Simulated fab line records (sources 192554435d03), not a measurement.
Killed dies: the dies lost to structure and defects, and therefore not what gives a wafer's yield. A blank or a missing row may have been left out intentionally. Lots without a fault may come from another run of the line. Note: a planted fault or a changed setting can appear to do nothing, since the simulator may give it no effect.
Which of the tools did it? ; flow n5-finfet ; Sampling: 12 lots, 36 wafers, 3 of 1938 route steps

WHAT EACH GAUGE READ, for each wafer
N5_BEOL_M12_INSPECT_30: inspects for defects (macro).
lot;measured;on;raw-defect-count
L077;day 14 14:14;defect-inspect-01;1 2 2
L076;day 15 00:21;defect-inspect-02;2 2 1
L080;day 15 20:35;defect-inspect-02;0 2 1
L079;day 16 06:01;defect-inspect-01;2 3 3
L081;day 17 09:38;defect-inspect-02;0 3 3
L084;day 17 14:49;defect-inspect-01;0 1 0
L085;day 18 00:13;defect-inspect-01;0 1 3
L087;day 18 19:47;defect-inspect-01;3 6 2
L091;day 18 23:11;defect-inspect-02;2 1 6
L092;day 19 05:44;defect-inspect-02;0 5 4
L093;day 20 00:05;defect-inspect-01;1 3 3
L097;day 20 08:34;defect-inspect-01;2 2 4

TOOL THAT RAN EACH LOT (tool first, then ch and the chambers of the sampled wafers, then the start)
lot;N5_BEOL_M12_ILD_DEP_00;N5_BEOL_M12_ETCH_59
L077;pecvd-04 ch 1,2, day 14 12:34;rie-diel-01 ch 0,1,3, day 14 13:15
L076;pecvd-02 ch 1,2, day 14 22:50;rie-diel-01 ch 2,3, day 14 23:31
L080;pecvd-04 ch 0,2, day 15 19:01;rie-diel-04 ch 0,2, day 15 19:44
L079;pecvd-01 ch 0,1,2, day 16 04:40;rie-diel-03 ch 1,2,3, day 16 05:10
L081;pecvd-01 ch 0,1,2, day 17 07:59;rie-diel-03 ch 0,1, day 17 08:40
L084;pecvd-04 ch 1,2, day 17 13:11;rie-diel-03 ch 0,1,3, day 17 13:52
L085;pecvd-01 ch 1,2, day 17 22:49;rie-diel-01 ch 0,1,2, day 17 23:22
L087;pecvd-04 ch 0,2, day 18 18:02;rie-diel-01 ch 0,1,3, day 18 18:56
L091;pecvd-01 ch 0,1,2, day 18 21:29;rie-diel-03 ch 0,1,2, day 18 22:13
L092;pecvd-04 ch 0,2, day 19 04:11;rie-diel-01 ch 0,1,3, day 19 04:45
L093;pecvd-02 ch 0,1,2, day 19 22:38;rie-diel-04 ch 1,2, day 19 23:14
L097;pecvd-02 ch 0,1,2, day 20 07:13;rie-diel-04 ch 0,1, day 20 07:43
- N5_BEOL_M12_ILD_DEP_00: deposits SiOC from DEMS/O2, target thk 658.92 nm, time 130.7 s.
- N5_BEOL_M12_ETCH_59: etches BARC in N2/H2, target depth 89 nm, overetch 26.7 nm, time 67.9 s.

THE ANSWER, worked out from the rows above alone
Rule: what is usual is taken from the lots themselves. Put in order of their means at a reading, lots are off if they are a third of the lots or fewer, leave a main group of 4 or more, and stand apart from it by a gap of 3 or more times the standard deviation of the main group's means; of several such gaps the widest counts. A main group whose means are all the same, to the digits that the tables above print for the reading, isn't used. Also off: a lot with no number at a reading for which 4 or more lots have one. The other lots that the step has rows for count as sound.
No lot is off on any of the readings shown, so nothing can be concluded from this.

WHAT WAS PUT IN BY THE SIMULATOR
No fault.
